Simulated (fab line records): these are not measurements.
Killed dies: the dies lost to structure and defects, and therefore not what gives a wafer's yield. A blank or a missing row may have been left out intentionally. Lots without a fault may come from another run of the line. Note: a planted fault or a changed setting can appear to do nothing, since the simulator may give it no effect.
Split-lot trial ; flow n5-finfet ; on a route of 1938 steps: 7 lots, 21 wafers read

## ON THE SPLIT
At N5_MIM_TOP_LITHO_EXPOSE_05 (exposes mask MIM TOP, target cd 2000 nm), the setting dose-mj was moved away from the recipe's 20.5 on 7 of the 21 wafers read, by -3.1% to +7.5%. This setting was run at the recipe's value on the other wafers.

## FROM THE SPLIT TO THE READING: what the file shows between them, 2 steps
- N5_MIM_TOP_LITHO_DEVELOP_07: develop time 60 s (also split here: develop-time-s)
- N5_MIM_TOP_LITHO_HARDBAKE_09: time 120 s

## THE READING
cd-nm (nm) at N5_MIM_TOP_LITHO_CD_MEAS_08, where the cd target is 2000 nm. Fault-free wafers of this fab line usually give 1998.3 nm, standard deviation 2.7 nm.

wafer;tool, chamber at the split;dose-mj as run;against the recipe;cd-nm, nm;against lot-mates on the recipe
L074.2;krf-scanner-01, 0;21.75;+6.1%;1989.0;-6.5
L074.5;krf-scanner-01, 0;20.5;recipe;1995.5;-
L074.6;krf-scanner-01, 0;21.75;+6.1%;1987.9;-7.6
L075.1;krf-scanner-01, 0;21.58;+5.3%;1990.6;-5.5
L075.3;krf-scanner-01, 0;20.5;recipe;1996.9;-
L075.5;krf-scanner-01, 0;20.5;recipe;1995.3;-
L078.3;krf-scanner-02, 0;20.5;recipe;1999.3;-
L078.5;krf-scanner-02, 0;20.5;recipe;1998.8;-
L078.6;krf-scanner-02, 0;20.5;recipe;2000.7;-
L080.2;krf-scanner-02, 0;20.5;recipe;1994.6;-
L080.4;krf-scanner-02, 0;20.5;recipe;1992.8;-
L080.5;krf-scanner-02, 0;20.5;recipe;1993.3;-
L084.1;krf-scanner-01, 0;20.5;recipe;1999.9;-
L084.2;krf-scanner-01, 0;22.03;+7.5%;1984.7;-15.2
L084.3;krf-scanner-01, 0;22.03;+7.5%;1983.2;-16.7
L086.1;krf-scanner-02, 0;20.5;recipe;1995.1;-
L086.2;krf-scanner-02, 0;19.86;-3.1%;2007.2;+9.9
L086.4;krf-scanner-02, 0;20.5;recipe;1999.6;-
L092.1;krf-scanner-02, 0;20.5;recipe;1992.1;-
L092.3;krf-scanner-02, 0;21.35;+4.1%;1988.1;-6.4
L092.4;krf-scanner-02, 0;20.5;recipe;1996.9;-

FIT RESULTS
A straight line over all 21 wafers: cd-nm changes by -1.67 nm for each +1% of dose-mj; r = -0.88; the points scatter about the line by 2.8 nm.
The same after taking each lot's own level away (the mean of its wafers on the recipe; 21 wafers): -1.78 nm for each +1%; r = -0.93; scatter 2.3 nm.
Per that fit: largest dose-mj move, reading shift of 13 nm.
The span of the lots' own levels, 1993.57 to 1999.90 nm, comes to 2.3 times the standard deviation stated above.
The two slopes are in agreement: the lot-to-lot level therefore moves the slope only a little.
Check: with one of the wafers moved furthest among these (+7.5%) left out of the fit, the line predicts -12 nm for it against its lot-mates. It came out at -15.2 nm against them.

## ADDITIONAL SPLITS CARRIED BY THESE WAFERS
These wafers also went through other splits before the reading. Each is held against what the fit with the lots' levels taken away leaves over:
other split on the same wafers;wafers away from the commonest value;r with cd-nm (lot level and that fit taken away)
N5_BEOL_M14_TRENCH_ETCH_34 bias-w;4;+0.01
N5_BEOL_M14_SPUTTER_43 time-s;9;+0.18
N5_MIM_TOP_LITHO_DEVELOP_07 develop-time-s;6;-0.24

## THE WHOLE CHAIN: every reading that the file lists as answering this split, in the file's order
step;what it does;reading;change (the file's fit);r (the file's)
N5_MIM_TOP_LITHO_CD_MEAS_08;target cd 2000 nm;cd-nm;-1.68 nm for each +1% of the setting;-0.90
N5_MIM_TOP_LITHO_DESCUM_10;chemistry O2, time 7.9 s;MIM_TOP_LITHO.cd-nm (the simulator's own value, which no gauge read);-1.69 nm for each +1% of the setting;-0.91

## THE FILE'S OWN FIT
cd-nm changes by -1.68 nm for each +1% of dose-mj, r = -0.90.
